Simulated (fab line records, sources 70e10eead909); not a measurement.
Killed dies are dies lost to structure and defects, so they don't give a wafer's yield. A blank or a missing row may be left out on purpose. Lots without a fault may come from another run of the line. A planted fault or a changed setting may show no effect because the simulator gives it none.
Chamber matching | flow nand_harc | NHARC_P_M1_ETCH_35 on rie_diel-10: 4 sister chambers
The step etches the open film in N2/H2, target depth 40 nm, overetch 12 nm, time 43.94 s. 33 wafers are shown with their chamber, then 12 later ones without.

WAFERS WITH THEIR CHAMBER
wafer  | chamber | showerhead_plenum_p_Torr (Torr) | drypump_motor_current_A (A) | rf_vpp_V (V)
L075.1 | 1       | 2.18                            | 5.4                         | 435.2
L075.2 | 2       | 2.02                            | 5.9                         | 429.7
L075.3 | 3       | 2.16                            | 5.8                         | 434.8
L075.4 | 0       | 1.97                            | 6.1                         | 428.3
L075.5 | 0       | 1.97                            | 6.2                         | 426.5
L075.6 | 1       | 2.18                            | 5.4                         | 434.0
L076.1 | 2       | 2.02                            | 5.9                         | 428.4
L076.2 | 1       | 2.18                            | 5.4                         | 434.7
L076.3 | 3       | 2.15                            | 5.8                         | 433.8
L079.1 | 2       | 2.02                            | 5.9                         | 430.0
L079.5 | 1       | 2.18                            | 5.4                         | 433.9
L079.6 | 2       | 2.02                            | 5.9                         | 428.7
L082.1 | 1       | 2.18                            | 5.4                         | 434.1
L082.2 | 3       | 2.15                            | 5.8                         | 434.3
L082.6 | 1       | 2.18                            | 5.4                         | 434.2
L084.3 | 2       | 2.01                            | 5.9                         | 430.1
L084.4 | 1       | 2.18                            | 5.4                         | 433.8
L084.5 | 3       | 2.15                            | 5.8                         | 434.6
L085.2 | 0       | 1.97                            | 6.2                         | 428.5
L085.4 | 2       | 2.01                            | 6.0                         | 431.0
L085.6 | 3       | 2.15                            | 5.8                         | 434.1
L086.3 | 1       | 2.18                            | 5.4                         | 434.2
L086.4 | 0       | 1.97                            | 6.2                         | 429.7
L086.6 | 3       | 2.15                            | 5.8                         | 434.5
L089.1 | 0       | 1.97                            | 6.2                         | 429.9
L089.3 | 3       | 2.15                            | 5.8                         | 434.1
L089.4 | 2       | 2.01                            | 6.0                         | 431.1
L090.1 | 1       | 2.18                            | 5.4                         | 435.5
L090.3 | 0       | 1.97                            | 6.2                         | 428.7
L090.4 | 3       | 2.15                            | 5.8                         | 432.3
L091.3 | 1       | 2.18                            | 5.4                         | 434.0
L091.5 | 0       | 1.97                            | 6.2                         | 427.2
L091.6 | 1       | 2.18                            | 5.4                         | 435.2

SIGNATURES (means of the wafers above)
reading                  | chamber 0 | chamber 1 | chamber 2 | chamber 3 | scatter within a chamber
showerhead_plenum_p_Torr | 1.9700    | 2.1800    | 2.0157    | 2.1513    | 0.00299
drypump_motor_current_A  | 6.186     | 5.400     | 5.929     | 5.800     | 0.0281
rf_vpp_V                 | 428.400   | 434.436   | 429.857   | 434.062   | 0.899
Rule: a wafer's distance from a chamber is the root of the sum, over the readings, of the square of ((its reading less the chamber's mean) divided by the reading's scatter). The wafer belongs to the nearest chamber; if the next one is less than 2 further off, it can't be placed. The scatter: the root of (the sum of the squares of (reading less its chamber's mean) over the shown wafers, divided by (wafers less chambers)).

WAFERS WITHOUT THEIR CHAMBER
wafer  | showerhead_plenum_p_Torr (Torr) | drypump_motor_current_A (A) | rf_vpp_V (V)
L092.1 | 2.18                            | 5.4                         | 434.6
L092.2 | 2.15                            | 5.8                         | 434.3
L092.5 | 2.15                            | 5.8                         | 433.0
L093.1 | 2.15                            | 5.8                         | 433.8
L093.4 | 1.97                            | 6.2                         | 429.6
L093.6 | 2.15                            | 5.8                         | 432.6
L095.1 | 1.97                            | 6.2                         | 426.8
L095.4 | 2.15                            | 5.8                         | 434.6
L095.5 | 1.97                            | 6.1                         | 428.6
L096.2 | 1.97                            | 6.2                         | 427.7
L096.3 | 2.01                            | 5.9                         | 428.7
L096.4 | 2.18                            | 5.4                         | 434.4

WHICH CHAMBER EACH WENT THROUGH
wafer  | from the rows above | in truth
L092.1 | 1                   | 1
L092.2 | 3                   | 3
L092.5 | 3                   | 3
L093.1 | 3                   | 3
L093.4 | 0                   | 0
L093.6 | 3                   | 3
L095.1 | 0                   | 0
L095.4 | 3                   | 3
L095.5 | 0                   | 0
L096.2 | 0                   | 0
L096.3 | 2                   | 2
L096.4 | 1                   | 1
Placed correctly: 12 of 12. Can't be placed from these rows: 0. Placed wrongly: 0.
